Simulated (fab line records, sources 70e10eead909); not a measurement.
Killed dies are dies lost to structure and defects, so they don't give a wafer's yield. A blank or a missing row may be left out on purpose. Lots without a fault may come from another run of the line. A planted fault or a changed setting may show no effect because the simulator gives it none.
Which tool did it? | flow nand_harc | 13 lots, 38 wafers sampled, at 6 steps of a route of 1302

WHAT THE GAUGES READ, wafer by wafer
NHARC_A_CHANNEL_FILL_D1_THK_MEAS_06: measures by ellipsometry.
lot  | measured     | on            | thk_nm (nm)
L121 | day 10 17:41 | film_metro-02 | 5.8 5.3 6.8
L120 | day 10 17:42 | film_metro-01 | 3.5 4.4 5.3
L123 | day 11 17:27 | film_metro-02 | 3.7 6.9
L127 | day 12 23:57 | film_metro-01 | 5.4 5.6 3.8
L132 | day 15 15:59 | film_metro-02 | 3.7 4.6 4.6
L134 | day 16 07:16 | film_metro-02 | 4.1 5.2 5.5
L135 | day 16 10:53 | film_metro-01 | 6.3 5.3 4.3
L136 | day 16 23:58 | film_metro-01 | 4.7 4.3 5.1
L137 | day 17 13:07 | film_metro-02 | 5.7 4.3 3.9
L139 | day 17 23:27 | film_metro-01 | 5.4 4.9 4.2
L140 | day 18 16:40 | film_metro-01 | 6.3 5.1 5.8
L141 | day 19 05:17 | film_metro-02 | 5.0 4.8 3.2
L142 | day 19 09:38 | film_metro-01 | 6.0 5.7 3.2

NHARC_A_ONON_D2_THK_MEAS_05: measures by ellipsometry.
lot  | measured     | on            | thk_nm (nm)
L121 | day 12 16:34 | film_metro-01 | 1014 1016 1015
L120 | day 12 16:55 | film_metro-01 | 986 984 984
L123 | day 13 15:39 | film_metro-01 | 1743 997
L127 | day 14 21:12 | film_metro-02 | 1010 1758 1011
L132 | day 17 18:59 | film_metro-01 | 1015 1014 1017
L134 | day 18 09:22 | film_metro-01 | 1005 1002 1004
L135 | day 18 09:12 | film_metro-01 | 991 992 991
L136 | day 19 01:34 | film_metro-01 | 986 985 982
L137 | day 19 13:55 | film_metro-02 | 992 992 993
L139 | day 20 04:28 | film_metro-02 | 994 994 994
L140 | day 20 15:08 | film_metro-02 | 1004 1002 1003
L141 | day 21 09:33 | film_metro-02 | 994 995 995
L142 | day 21 16:20 | film_metro-02 | 996 996 996

NHARC_END_SORT_01.
lot  | measured     | on        | killed_at_array | killed_at_other | killed_at_periphery | killed_dies | killed_open | killed_short
L123 | day 25 09:56 | prober-01 | 676 39          | 0 2             | 1 5                 | 677 46      | 1 5         | 3 2
L127 | day 26 21:12 | prober-02 | 66 673 52       | 2 0 0           | 5 4 3               | 73 677 55   | 4 5 2       | 4 1 3
L135 | day 30 00:08 | prober-02 | 40 52 43        | 0 1 0           | 4 6 4               | 44 59 47    | 4 4 7       | 2 5 2
L137 | day 31 21:07 | prober-01 | 64 64 87        | 0 0 0           | 7 2 8               | 71 66 95    | 2 3 7       | 2 0 6

WHICH TOOL RAN EACH LOT (tool, then ch and the chambers of the sampled wafers, then the start)
lot  | NHARC_A_DECK1_JOINT_ETCHBACK_07  | NHARC_A_ONON_D2_DEP_03           | NHARC_A_ONON_D2_DEP_33
L121 | rie_si-05 ch 1,2,3, day 11 05:32 | pecvd_onon-04 ch 0, day 12 16:06 | pecvd-03 ch 0,1,2, day 13 04:34
L120 | rie_si-02 ch 1,2, day 11 05:33   | pecvd_onon-04 ch 0, day 12 16:24 | pecvd-02 ch 0,1, day 13 04:37
L123 | rie_si-02 ch 2,3, day 12 05:22   | pecvd_onon-04 ch 0, day 13 15:19 | pecvd-04 ch 0,1, day 14 04:06
L127 | rie_si-04 ch 1,3, day 13 11:58   | pecvd_onon-04 ch 0, day 14 20:41 | pecvd-04 ch 0,1,2, day 15 09:43
L132 | rie_si-02 ch 2,3, day 16 03:45   | pecvd_onon-01 ch 0, day 17 18:32 | pecvd-04 ch 0,1,2, day 18 06:45
L134 | rie_si-02 ch 0,2,3, day 16 19:11 | pecvd_onon-04 ch 0, day 18 09:02 | pecvd-04 ch 0,1,2, day 18 21:07
L135 | rie_si-05 ch 0,1,2, day 16 22:47 | pecvd_onon-01 ch 0, day 18 08:41 | pecvd-02 ch 0,1, day 18 20:59
L136 | rie_si-02 ch 1,3, day 17 11:53   | pecvd_onon-01 ch 0, day 19 01:07 | pecvd-04 ch 0,1,2, day 19 13:04
L137 | rie_si-02 ch 0,2,3, day 18 01:07 | pecvd_onon-01 ch 0, day 19 13:27 | pecvd-03 ch 0,1,2, day 20 01:17
L139 | rie_si-04 ch 0,2,3, day 18 11:29 | pecvd_onon-04 ch 0, day 20 04:01 | pecvd-02 ch 0,2, day 20 17:31
L140 | rie_si-04 ch 0,1,2, day 19 04:25 | pecvd_onon-01 ch 0, day 20 14:38 | pecvd-03 ch 0,1, day 21 03:15
L141 | rie_si-04 ch 1,2,3, day 19 17:09 | pecvd_onon-01 ch 0, day 21 09:02 | pecvd-03 ch 0,2, day 21 21:08
L142 | rie_si-04 ch 0,1,2, day 19 21:35 | pecvd_onon-02 ch 0, day 21 15:50 | pecvd-02 ch 0,1,2, day 22 03:46
- NHARC_A_DECK1_JOINT_ETCHBACK_07: etches the open film in HBr, target depth 105 nm, time 26.9 s.
- NHARC_A_ONON_D2_DEP_03: target thk 1000 nm.
- NHARC_A_ONON_D2_DEP_33: deposits SiO2, target thk 200 nm.

WHAT THE TOOLS THEMSELVES READ (means of the sampled wafers that have a number; where no wafer has one, the mark that the record gives instead)
NHARC_A_DECK1_JOINT_ETCHBACK_07.
lot  | tool      | drypump_motor_current_A (A) | hbr_flow_sccm (sccm) | oes_product_au (a.u.) | throttle_valve_pct (%)
L121 | rie_si-05 | 5.8                         | 149.8                | 0.995                 | 23.265
L120 | rie_si-02 | 5.4                         | 149.8                | 0.990                 | 23.265
L123 | rie_si-02 | 5.2                         | 149.3                | 1.003                 | 23.263
L127 | rie_si-04 | 5.8                         | 150.1                | 1.007                 | 23.275
L132 | rie_si-02 | 5.2                         | 149.4                | 0.996                 | 23.267
L134 | rie_si-02 | 5.4                         | 149.8                | 0.992                 | 23.268
L135 | rie_si-05 | 6.0                         | 150.1                | 0.999                 | 23.274
L136 | rie_si-02 | 5.6                         | 150.0                | 0.997                 | 23.264
L137 | rie_si-02 | 5.4                         | 150.2                | 0.990                 | 23.265
L139 | rie_si-04 | 6.1                         | 149.9                | 0.993                 | 23.261
L140 | rie_si-04 | 6.2                         | 150.5                | 1.003                 | 23.268
L141 | rie_si-04 | 5.9                         | 150.2                | 1.003                 | 23.265
L142 | rie_si-04 | 6.2                         | 150.3                | 1.001                 | 23.267

NHARC_A_ONON_D2_DEP_33.
lot  | tool     | heater_power_w (W) | throttle_valve_pct (%)
L121 | pecvd-03 | 583                | 15.6
L120 | pecvd-02 | 548                | 15.8
L123 | pecvd-04 | 592                | 15.4
L127 | pecvd-04 | 551                | 15.8
L132 | pecvd-04 | 571                | 16.0
L134 | pecvd-04 | 549                | 16.1
L135 | pecvd-02 | 507                | 15.3
L136 | pecvd-04 | 527                | 15.8
L137 | pecvd-03 | 568                | 15.4
L139 | pecvd-02 | 431                | 15.7
L140 | pecvd-03 | 579                | 15.7
L141 | pecvd-03 | 580                | 15.9
L142 | pecvd-02 | 481                | 15.7

THE ANSWER, worked out from the rows above alone
Rule: what is usual is taken from the lots themselves. Put in order of their means at a reading, lots are off if they are a third of the lots or fewer, leave a main group of 4 or more, and stand apart from it by a gap of 3 or more times the standard deviation of the main group's means; of several such gaps the widest counts. A main group whose means are all the same, to the digits that the tables above print for the reading, isn't used. A lot without any number at a reading at which 4 lots or more have one is off too. The other lots that the step has rows for count as sound. The gauges are gone through in route order, then the tools' own readings, and for those a lot's mean is taken as printed above. The first step at which some lot is off is used, and at that step the reading that is off furthest; a lot without a number counts as furthest.
Off: L123, L127, at NHARC_A_ONON_D2_THK_MEAS_05 (thk_nm). The main group: mean 998 nm, standard deviation 10.
A tool fits if, at a process step before that reading, it ran every lot that is off, and no sound lot after the first of them. The gauges at NHARC_A_ONON_D2_THK_MEAS_05 are tried like those tools. None of those tried fits.

WHAT THE SIMULATOR HAD PUT IN
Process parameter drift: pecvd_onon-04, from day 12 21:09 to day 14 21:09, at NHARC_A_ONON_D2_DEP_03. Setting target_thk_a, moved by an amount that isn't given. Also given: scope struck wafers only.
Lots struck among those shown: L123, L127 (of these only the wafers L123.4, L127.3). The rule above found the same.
